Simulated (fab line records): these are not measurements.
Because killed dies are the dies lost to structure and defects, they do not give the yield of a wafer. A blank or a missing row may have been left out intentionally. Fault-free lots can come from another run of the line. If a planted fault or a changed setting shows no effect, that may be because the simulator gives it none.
Which tool did it?	flow n5 finfet	9 lots, 27 wafers sampled, at 1 step of a route of 1938

## WHAT THE GAUGES READ, wafer by wafer
N5_BEOL_M4_RC_MEAS_101. Usual: DIBL_N 36.8 mV/V, standard deviation 1.9; DIBL_P 36.5 mV/V, standard deviation 2.1; IOFF_N 0.17 nA/um, standard deviation 0.038; IOFF_P 0.22 nA/um, standard deviation 0.039; ION_N 675 uA/um, standard deviation 12; ION_P 463 uA/um, standard deviation 7.4; SS_N 71.6 mV/dec, standard deviation 0.71; SS_P 73.4 mV/dec, standard deviation 0.72; VT_N 249 mV, standard deviation 3.3; VT_P -250 mV, standard deviation 3.3.
lot	measured	on	DIBL_N (mV/V)	DIBL_P (mV/V)	IOFF_N (nA/um)	IOFF_P (nA/um)	ION_N (uA/um)	ION_P (uA/um)	SS_N (mV/dec)	SS_P (mV/dec)	VT_N (mV)	VT_P (mV)	flag
L622	day 9 03:04	prober-02	37.8 36.4 37.7	37.4 36.3 38.7	0.19 0.17 0.19	0.25 0.23 0.27	672 678 684	461 465 472	71.9 71.3 71.3	73.3 73.2 73.7	248 248 242	-249 -247 -244	
L624	day 9 05:13	prober-01	34.9 35.7 32.1	33.1 34.4 30.7	0.12 0.13 0.10	0.15 0.16 0.13	653 665 645	449 455 447	71.0 71.1 70.5	72.1 72.6 72.0	254 255 255	-257 -255 -255	
L625	day 9 11:34	prober-02	40.9 39.9 36.8	40.5 40.0 35.5	0.23 0.24 0.16	0.29 0.31 0.21	690 705 678	470 486 468	72.9 72.0 70.9	75.1 74.4 73.7	247 241 249	-247 -244 -250	
L636	day 12 03:20	prober-02	35.6 34.5 35.5	35.2 34.4 35.4	0.14 0.13 0.14	0.21 0.20 0.22	671 668 678	466 464 467	71.0 70.7 71.7	73.7 72.6 73.4	252 255 253	-250 -246 -247	
L633	day 12 18:36	prober-01	35.1 36.4 36.0	33.2 34.4 34.9	0.13 0.14 0.13	0.17 0.18 0.19	676 662 670	463 455 463	70.5 71.1 70.7	72.2 73.1 72.9	252 252 253	-254 -251 -251	
L638	day 14 01:32	prober-01	41.5 37.3 36.6	43.1 37.8 36.4	0.26 0.15 0.14	0.28 0.19 0.17	693 673 672	473 458 455	73.3 71.5 71.4	75.2 74.0 73.0	244 253 254	-251 -255 -256	
L640	day 14 18:22	prober-02	34.5 35.6 36.0	33.5 34.9 35.2	0.12 0.13 0.15	0.15 0.17 0.17	681 677 676	463 462 456	70.7 71.7 72.1	72.4 73.2 73.9	252 254 250	-252 -253 -254	
L639	day 14 21:08	prober-02	36.7 39.4 39.3	36.4 38.8 39.0	0.19 0.23 0.24	0.22 0.25 0.25	697 711 712	480 477 474	71.0 70.9 71.5	73.7 73.0 74.3	246 242 244	-250 -249 -249	
L641	day 15 02:19	prober-01	36.0 39.1 37.1	36.2 39.6 37.7	0.15 0.19 0.17	0.20 0.25 0.24	674 679 675	460 459 464	71.2 72.2 72.1	72.9 74.1 73.0	249 246 249	-252 -249 -252	

## EACH LOT AND THE TOOL THAT RAN IT (in order: tool; ch and the chambers of the sampled wafers; start)
Record: no process step prior to these readings.

## WHAT THE TOOLS THEMSELVES READ (means of the sampled wafers that have a number; where no wafer has one, the mark that the record gives instead)
The record holds no such reading with a usual standard deviation.

## THE ANSWER, worked out from the rows above alone
Rule: a lot is off if the mean of its wafers that have a number lies more than 3 standard deviations from the usual mean. A lot without any number at a reading at which 4 lots or more have one is off too. The other lots that the step has rows for count as sound. The gauges are gone through in route order, then the tools' own readings, and for those a lot's mean is taken as printed above. The first step at which some lot is off is used, and at that step the reading that is off furthest; a lot without a number counts as furthest.
No lot is off on any of the readings shown, so nothing can be concluded from this.

## WHAT THE SIMULATOR HAD INSERTED
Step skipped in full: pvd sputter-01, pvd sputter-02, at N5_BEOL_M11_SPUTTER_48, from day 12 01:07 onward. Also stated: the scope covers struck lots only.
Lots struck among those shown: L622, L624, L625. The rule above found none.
